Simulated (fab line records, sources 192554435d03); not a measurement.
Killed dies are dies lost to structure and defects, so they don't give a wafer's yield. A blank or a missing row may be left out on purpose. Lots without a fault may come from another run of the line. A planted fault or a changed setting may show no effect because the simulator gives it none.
A struck lot beside a sound one | flow n5_finfet | 26 steps out of a route of 1938
Sound: wafers L263.2, L263.5, L263.6. Struck: wafers L275.1, L275.4, L275.6. The cause comes at the end.
At each step with rows: each side's tool, then ch and its chambers, then its first start. Under that, the readings that differ: sound wafers | struck wafers | difference of the means | sigmas: that difference in standard deviations of wafers without a fault.
alike: readings whose means differ by less than 2 such deviations, and words and numbers that are the same on both sides. not compared: withheld readings, readings that some wafer has no value for, bounds like >300 that may hide the same value, and numbers for which the record gives no deviation and whose values overlap.
The two part at a step that has a row with sigmas, a row that says differs or no value, or rows on one side only. Numbers that don't overlap but have no deviation are shown without sigmas and don't part them. A reading that every wafer of one side lacks parts them only if that side has two wafers or more.

first, 4 steps without rows for these wafers: N5_ZERO_LAYER_EXPOSE_08 (exposes mask ZERO, defocus 0 nm, target cd 2000 nm); N5_ZERO_LAYER_PEB_09; N5_ZERO_LAYER_DEVELOP_10 (develop time 60 s); N5_ZERO_LAYER_HARDBAKE_23 (time 120 s).
N5_ZERO_LAYER_CD_MEAS_11: target cd 2000 nm.
  sound on cd_sem-01 ch 0, day 2 18:46; struck on cd_sem-01 ch 0, day 5 18:46
  alike: cd_nm
N5_ZERO_LAYER_DESCUM_16: chemistry O2, time 7.9 s.
  sound on rie_diel-02 ch 0,1,3, day 2 18:48; struck on rie_diel-06 ch 1,2,3, day 5 18:49
  alike: drypump_motor_current_A, o2_flow_sccm, oes_product_au, rf_fwd_power_W, rf_vpp_V, showerhead_plenum_p_Torr, temp_c, throttle_valve_pct
  not compared: rf_hours_counter_h
N5_ZERO_LAYER_ETCH_17: etches SiO2 in CF4, target depth 12 nm, time 13.3 s.
  sound on rie_diel-02 ch 0,1,3, day 2 18:50; struck on rie_diel-06 ch 1,2,3, day 5 18:51
  alike: drypump_motor_current_A, oes_product_au, rf_fwd_power_W, rf_vpp_V, showerhead_plenum_p_Torr, throttle_valve_pct
  not compared: rf_hours_counter_h
N5_ZERO_LAYER_ETCH_18: etches Si in HBr/Cl2, target depth 120 nm, time 40 s.
  sound on rie_si-05 ch 1,2, day 2 18:55; struck on rie_si-03 ch 1,3, day 5 18:55
  alike: drypump_motor_current_A, oes_product_au, rf_fwd_power_W, throttle_valve_pct
  not compared: rf_hours_counter_h
N5_ZERO_LAYER_STRIP_24: strips in O2.
  sound on plasma_asher-02 ch 0,1, day 2 19:01; struck on plasma_asher-01 ch 0,1, day 5 19:01
  alike: drypump_motor_current_A, heater_power_w, o2_flow_sccm, oes_product_au, strip_time_to_endpoint_s, temp_c
  not compared: rf_hours_counter_h
then, 1 step without rows for these wafers: N5_ZERO_LAYER_STRIP_19 (strips in SPM, time 900 s).
N5_ZERO_LAYER_INSPECT_20: inspects for defects (darkfield).
  sound on defect_inspect-02, day 2 19:23; struck on defect_inspect-01, day 5 19:23
  alike: raw_defect_count
then, 1 step without rows for these wafers: N5_WELL_APT_HMDS_01 (time 60 s).
N5_WELL_APT_COAT_02: resist thk 950 nm.
  sound on litho_track-01 ch 0, day 2 19:25; struck on litho_track-01 ch 0, day 5 19:25
  reading                                    | sound                | struck               | difference | sigmas
  spin_speed_rpm (rpm)                       | 1357.3 1357.1 1355.7 | 1439.4 1442.0 1443.0 | +84.8      | +77
  model.coat_of_WELL_APT_COAT_02.thk_nm (nm) | 951.7 949.5 948.8    | 924.3 924.2 920.8    | -26.9      |
  alike: resist_line_temp_C
then, 6 steps without rows for these wafers: N5_WELL_APT_EBR_04; N5_WELL_APT_SOFTBAKE_03 (time 60 s); N5_WELL_APT_EXPOSE_05 (exposes mask NWELL, defocus 0 nm, target cd 200 nm); N5_WELL_APT_PEB_06 (peb time 90 s); N5_WELL_APT_DEVELOP_07 (develop time 45 s); N5_WELL_APT_HARDBAKE_12 (time 120 s).
N5_WELL_APT_CD_MEAS_08: target cd 200 nm.
  sound on cd_sem-02 ch 0, day 2 19:41; struck on cd_sem-02 ch 0, day 5 19:49
  alike: cd_nm
N5_WELL_APT_OVL_MEAS_09:
  sound on overlay-01 ch 0, day 2 19:43; struck on overlay-01 ch 0, day 5 19:50
  alike: NWELL_OVL
N5_WELL_APT_INSPECT_10: inspects for defects (macro).
  sound on defect_inspect-02, day 2 19:44; struck on defect_inspect-01, day 5 19:52
  alike: raw_defect_count
N5_WELL_APT_DESCUM_13: chemistry O2, time 7.9 s.
  sound on rie_diel-01 ch 2,3, day 2 19:46; struck on rie_diel-05 ch 1,2, day 5 19:54
  reading                                    | sound             | struck            | difference | sigmas
  model.coat_of_WELL_APT_COAT_02.thk_nm (nm) | 933.7 931.3 930.7 | 906.1 906.1 902.7 | -26.9      |
  alike: drypump_motor_current_A, o2_flow_sccm, oes_product_au, rf_fwd_power_W, rf_vpp_V, showerhead_plenum_p_Torr, temp_c, throttle_valve_pct
  not compared: rf_hours_counter_h
then, 1 step without rows for these wafers: N5_WELL_APT_IMPLANT_14.
-- the record jumps here: 7 days lie between the struck wafers' starts before and after (it left off in module WELL_APT and takes up again in module BEOL_M4, whose first step shown is number 1111 of the route) --
N5_BEOL_M4_RC_MEAS_101:
  sound on prober-01 ch 0, day 9 09:22; struck on prober-02 ch 0, day 12 22:11
  reading       | sound       | struck      | difference | sigmas
  ION_P (uA/um) | 454 477 470 | 446 451 447 | -19        | -2
  alike: DIBL_N, DIBL_P, IOFF_N, IOFF_P, ION_N, SS_N, SS_P, VT_N, VT_P
-- the record jumps here: 5 days lie between the struck wafers' starts before and after (it left off in module BEOL_M4 and takes up again in module PASSIVATION, whose first step shown is number 1936 of the route) --
N5_PASSIVATION_PROBE_49:
  sound on prober-02, day 14 01:32; struck on prober-02, day 17 13:59
  alike: defect_limited_yield, killed_at_M0_to_M3, killed_at_M4_up, killed_at_contacts, killed_at_front_end, killed_at_other, killed_dies, killed_open, killed_short, sort_bin_5_function, sort_bin_6_memory, sort_bin_8_speed, sort_n_pass, sort_yield_pct

WHERE THEY PART
First at N5_WELL_APT_COAT_02; last, within this record, at N5_BEOL_M4_RC_MEAS_101. Later steps at which nothing parts them and some readings are alike: N5_PASSIVATION_PROBE_49.

WHY: what the simulator had put in
Process parameter drift: litho_track-01, from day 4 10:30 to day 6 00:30, at N5_WELL_APT_COAT_02. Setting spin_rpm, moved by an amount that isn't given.
